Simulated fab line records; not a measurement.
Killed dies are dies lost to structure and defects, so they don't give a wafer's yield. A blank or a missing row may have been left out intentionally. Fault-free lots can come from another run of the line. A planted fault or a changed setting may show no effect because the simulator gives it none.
fab line records	flow nand_harc	part 2 of 2: steps 5 to 6 of 6
[record] lots = 23	wafers = 69	last_day = 25
route steps=1159 shown A_CONTACT@882
lots with no fault: from the same line, run without faults
start_h: the number of hours between the record's first day and the start of the first shown wafer of the lot	wait_h: hours elapsed since this lot's preceding step	" identical to the entry in the row above	L1.1+2: a single row standing in for several wafers	- no value, or no start was given	* or withheld: withheld	< > ~ a bound
route shown NAME@n: names a module that has steps shown in the file, with the first one's number in the route	usual: mean/standard deviation taken from wafers without a fault	same: alike in all rows	chamber/n: place in a boat	sites: the reading at each site	_std_site: their standard deviation	_edge_site: the outer-site mean with the inner-site mean subtracted	radius_mm: how far each site lies from the wafer's centre	mask NAME#n: copy n	behind: the most recent tool/chamber to have shaped the wafer	hold: cause of the lot's hold/its duration in hours/its outcome	device: names the non-switching transistor (n, p or np)	end of line: tests of these same wafers at the route's end	for a step that has no rows: nothing shown but its recipe	killed: at the first sort, the dies lost to defects and structure; wafer yield is something else	map: a wafer's dies, x killed, . not, _ none there
set.NAME: the setting the step ran with; set.NAME@STEP: the setting that earlier step ran with	model.NAME: the simulator's own value behind a step, which no gauge read
a sample of lots followed through the steps of the route, with each step as a table and each wafer as a row
services: the hour from which a tool's chamber was out of use, counted from the record's first day as start_h (under 0 if before that day), plus the number of hours and why
[[steps]]
[step NHARC_A_CONTACT_ETCH_97]
[recipe] target_depth_a = 200	over_etch_frac = 0.5	time_s = 10	ion_energy_ev = 250	c4f6_flow_sccm = 25	o2_flow_sccm = 20	ar_flow_sccm = 500	rf_w = 600	bias_w = 500	chemistry = C4F6/O2
[usual] c4f6_flow_sccm = 25.00/0.077	drypump_motor_current_A = 5.6/0.46	oes_product_au = 0.967/0.024	rf_vpp_V = 545/3.3	showerhead_plenum_p_Torr = 3.82/0.15	throttle_valve_pct = 26.902/0.0091
lot.wafer	tool	chamber	start_h	wait_h	c4f6_flow_sccm	drypump_motor_current_A	oes_product_au	rf_hours_counter_h	rf_vpp_V	showerhead_plenum_p_Torr	throttle_valve_pct
L074.4	rie_diel-05	1	-	-	24.97	5.4	0.956	6	544	3.80	26.904
L074.2	"	2	"	"	25.02	5.6	0.936	6	545	3.78	26.895
L074.3	"	3	"	"	25.16	5.5	0.951	6	545	3.77	26.899
L077.3	rie_diel-11	2	-	-	25.02	5.1	0.965	5	543	3.75	26.902
L077.1	"	3	"	"	25.09	5.5	0.981	4	544	3.73	26.897
L077.5	"	0	"	"	24.93	6.0	0.978	-	548	3.98	26.900
L075.4	rie_diel-11	0	-	-	25.01	6.0	0.963	6	550	3.98	26.892
L075.3	"	1	"	"	25.07	5.1	0.965	6	543	3.70	26.903
L075.1	"	2	"	"	24.98	5.1	0.957	5	543	3.75	26.898
L076.1	rie_diel-07	2	-	-	24.92	6.7	0.943	53	545	3.85	26.894
L076.3	"	0	"	"	25.21	5.3	0.960	55	540	3.65	26.921
L076.6	"	2	"	"	25.04	6.7	0.953	-	546	3.85	26.899
L079.1	rie_diel-07	2	-	-	24.97	6.8	0.977	54	545	3.85	26.910
L079.4	"	1	"	"	25.07	6.4	0.996	55	548	4.02	26.895
L079.5	"	2	"	"	24.98	6.7	0.986	-	547	3.85	26.900
L078.2	rie_diel-05	1	-	-	24.97	5.4	0.945	13	542	3.80	26.900
L078.6	"	3	"	"	24.96	5.5	0.972	-	543	3.77	26.900
L078.5	"	0	"	"	24.95	5.6	0.947	-	542	3.69	26.892
L080.2	rie_diel-11	0	-	-	24.96	6.0	1.007	11	549	3.98	26.894
L080.5	"	2	"	"	25.07	5.1	0.993	-	544	3.75	26.889
L080.6	"	3	"	"	25.00	5.5	1.016	-	541	3.73	26.913
L082.1	rie_diel-05	1	-	-	24.95	5.4	0.937	16	544	3.80	26.912
L082.2	"	2	"	"	24.93	5.6	0.934	19	543	3.77	26.906
L082.6	"	0	"	"	25.10	5.6	0.979	-	542	3.69	26.884
L083.3	rie_diel-11	0	-	-	25.00	6.0	0.992	22	548	3.97	26.904
L083.4	"	2	"	"	24.96	5.1	0.996	21	544	3.74	26.898
L083.5	"	3	"	"	24.98	5.5	1.013	-	542	3.72	26.891
L084.1	rie_diel-05	3	-	-	24.96	5.5	1.003	19	545	3.77	26.901
L084.5	"	3	"	"	24.92	5.6	0.986	-	545	3.77	26.895
L084.6	"	0	"	"	25.05	5.6	0.971	-	542	3.69	26.904
L085.3	rie_diel-05	3	-	-	25.10	5.6	1.017	20	545	3.77	26.903
L085.2	"	1	"	"	25.02	5.4	0.998	18	546	3.80	26.903
L085.4	"	2	"	"	25.07	5.6	0.983	22	545	3.77	26.913
L087.3	rie_diel-07	1	-	-	25.08	6.4	0.950	17	549	4.01	26.897
L087.4	"	3	"	"	25.12	5.4	0.945	20	552	4.14	26.915
L087.2	"	0	"	"	24.92	5.3	0.946	16	552	4.22	26.906
L086.4	rie_diel-07	3	-	-	24.97	5.4	0.945	20	550	4.14	26.899
L086.3	"	1	"	"	25.00	6.4	0.949	17	550	4.01	26.890
L086.6	"	3	"	"	25.03	5.4	0.956	-	551	4.14	26.893
L089.4	rie_diel-11	1	-	-	25.04	5.1	0.941	33	541	3.68	26.904
L089.3	"	3	"	"	24.93	5.5	0.938	35	542	3.71	26.893
L089.5	"	2	"	"	24.97	5.1	0.954	-	542	3.74	26.898
L088.2	rie_diel-11	0	-	-	25.01	6.0	0.964	35	547	3.96	26.905
L088.6	"	1	"	"	24.97	5.1	0.945	-	543	3.68	26.889
L088.5	"	2	"	"	25.03	5.1	0.954	-	545	3.74	26.903
L091.3	rie_diel-11	2	-	-	25.09	5.1	0.952	37	545	3.74	26.921
L091.2	"	3	"	"	25.07	5.4	0.945	39	544	3.71	26.896
L091.4	"	0	"	"	25.03	6.0	0.950	38	548	3.96	26.903
L090.3	rie_diel-07	1	-	-	25.07	6.4	0.969	25	549	4.00	26.910
L090.1	"	3	"	"	25.12	5.4	0.924	26	550	4.14	26.892
L090.4	"	0	"	"	24.76	5.3	0.951	23	553	4.21	26.909
L092.2	rie_diel-05	0	501.86	0.1	24.95	5.6	0.969	30	543	3.68	26.899
L092.1	"	2	"	"	25.06	5.6	0.957	28	544	3.76	26.885
L092.5	"	0	"	"	24.99	5.6	0.959	-	544	3.68	26.907
L094.1	rie_diel-05	3	-	-	25.02	5.5	0.962	33	543	3.76	26.907
L094.3	"	0	"	"	24.95	5.6	0.941	33	543	3.68	26.903
L094.5	"	2	"	"	24.91	5.6	0.946	-	543	3.76	26.913
L095.2	rie_diel-05	1	-	-	24.97	5.4	1.015	27	544	3.79	26.912
L095.4	"	0	"	"	24.99	5.6	0.972	33	542	3.68	26.912
L095.6	"	1	"	"	24.96	5.4	1.002	-	545	3.79	26.910
L096.1	rie_diel-05	0	-	-	24.86	5.6	0.956	34	541	3.68	26.907
L096.3	"	1	"	"	24.96	5.4	0.967	28	544	3.79	26.906
L096.5	"	3	"	"	25.08	5.5	0.979	-	544	3.76	26.902
L093.4	rie_diel-11	3	-	-	25.18	5.5	0.954	48	541	3.70	26.900
L093.2	"	0	"	"	25.05	6.1	0.966	48	548	3.96	26.891
L093.5	"	3	"	"	24.94	5.5	0.963	-	543	3.70	26.904
L097.2	rie_diel-07	3	-	-	24.96	5.4	0.966	38	550	4.13	26.906
L097.3	"	1	"	"	24.94	6.4	1.000	35	547	4.00	26.908
L097.4	"	2	"	"	25.08	6.7	0.968	40	545	3.82	26.905
[step NHARC_A_CONTACT_CD_MEAS_08]
[recipe] target_cd_nm = 100	landing_energy_ev = 500
[usual] cd_nm = 100.3/0.73
lot.wafer	tool	chamber	start_h	wait_h	cd_nm
L074.2	cd_sem-03	0	375.08	-	100.9
L074.3	"	0	"	"	101.7
L074.4	"	0	"	"	100.2
L075.1	cd_sem-02	0	395.89	-	101.2
L075.3	"	0	"	"	101.5
L075.4	"	0	"	"	101.1
L077.1	cd_sem-02	0	396.29	-	99.5
L077.3	"	0	"	"	99.3
L077.5	"	0	"	"	100.1
L076.1	cd_sem-02	0	400.29	-	100.3
L076.3	"	0	"	"	100.6
L076.6	"	0	"	"	101.4
L079.1	cd_sem-02	0	401.60	-	101.2
L079.4	"	0	"	"	100.6
L079.5	"	0	"	"	100.6
L078.2	cd_sem-02	0	405.56	-	99.4
L078.5	"	0	"	"	100.1
L078.6	"	0	"	"	99.1
L080.2	cd_sem-01	0	409.93	-	100.5
L080.5	"	0	"	"	100.5
L080.6	"	0	"	"	100.5
L082.1	cd_sem-02	0	434.65	-	99.1
L082.2	"	0	"	"	99.9
L082.6	"	0	"	"	97.9
L083.3	cd_sem-01	0	444.44	-	100.1
L083.4	"	0	"	"	100.1
L083.5	"	0	"	"	100.9
L084.1	cd_sem-02	0	445.28	-	101.0
L084.5	"	0	"	"	100.7
L084.6	"	0	"	"	100.9
L085.2	cd_sem-02	0	450.39	-	100.9
L085.3	"	0	"	"	100.6
L085.4	"	0	"	"	100.5
L087.2	cd_sem-03	0	466.10	-	99.2
L087.3	"	0	"	"	98.7
L087.4	"	0	"	"	98.6
L086.3	cd_sem-01	0	467.34	-	100.8
L086.4	"	0	"	"	100.6
L086.6	"	0	"	"	101.4
L089.3	cd_sem-03	0	472.35	-	99.4
L089.4	"	0	"	"	100.3
L089.5	"	0	"	"	99.9
L088.2	cd_sem-03	0	473.44	-	100.5
L088.5	"	0	"	"	100.5
L088.6	"	0	"	"	100.0
L091.2	cd_sem-01	0	499.61	-	100.1
L091.3	"	0	"	"	100.0
L091.4	"	0	"	"	100.1
L090.1	cd_sem-01	0	500.29	-	100.0
L090.3	"	0	"	"	100.5
L090.4	"	0	"	"	101.1
L092.1	cd_sem-02	0	506.03	-	100.4
L092.2	"	0	"	"	100.3
L092.5	"	0	"	"	100.8
L094.1	cd_sem-01	0	514.95	-	100.5
L094.3	"	0	"	"	100.0
L094.5	"	0	"	"	100.0
L095.2	cd_sem-01	0	518.06	-	100.3
L095.4	"	0	"	"	100.2
L095.6	"	0	"	"	100.2
L096.1	cd_sem-02	0	519.18	-	100.7
L096.3	"	0	"	"	100.6
L096.5	"	0	"	"	100.9
L093.2	cd_sem-01	0	524.86	-	99.8
L093.4	"	0	"	"	99.1
L093.5	"	0	"	"	99.6
L097.2	cd_sem-03	0	526.07	-	99.6
L097.3	"	0	"	"	100.7
L097.4	"	0	"	"	100.4
[[services]]
tool	chamber	start_h	hours	kind
rie_diel-05	-	341.53	9.0	pm
rie_diel-05	0	341.53	9.0	vent_cycle
rie_diel-05	1	341.53	9.0	vent_cycle
rie_diel-05	2	341.53	9.0	vent_cycle
rie_diel-05	0	350.53	-	clean
rie_diel-05	1	350.53	-	clean
rie_diel-05	2	350.53	-	clean
rie_diel-05	3	350.53	-	clean
rie_diel-11	-	369.76	9.0	pm
rie_diel-05	0	375.21	-	clean
rie_diel-05	1	375.21	-	clean
rie_diel-05	2	375.21	-	clean
rie_diel-05	3	375.21	-	clean
rie_diel-05	0	399.71	-	clean
rie_diel-05	1	399.71	-	clean
rie_diel-05	2	399.71	-	clean
rie_diel-05	3	399.71	-	clean
rie_diel-05	1	402.40	9.1	repair
rie_diel-05	3	404.23	2.5	repair
rie_diel-07	-	405.52	9.0	pm
rie_diel-07	3	470.36	5.2	repair
rie_diel-05	2	490.41	3.5	repair
rie_diel-05	1	500.95	8.1	repair
rie_diel-05	-	518.63	9.0	pm
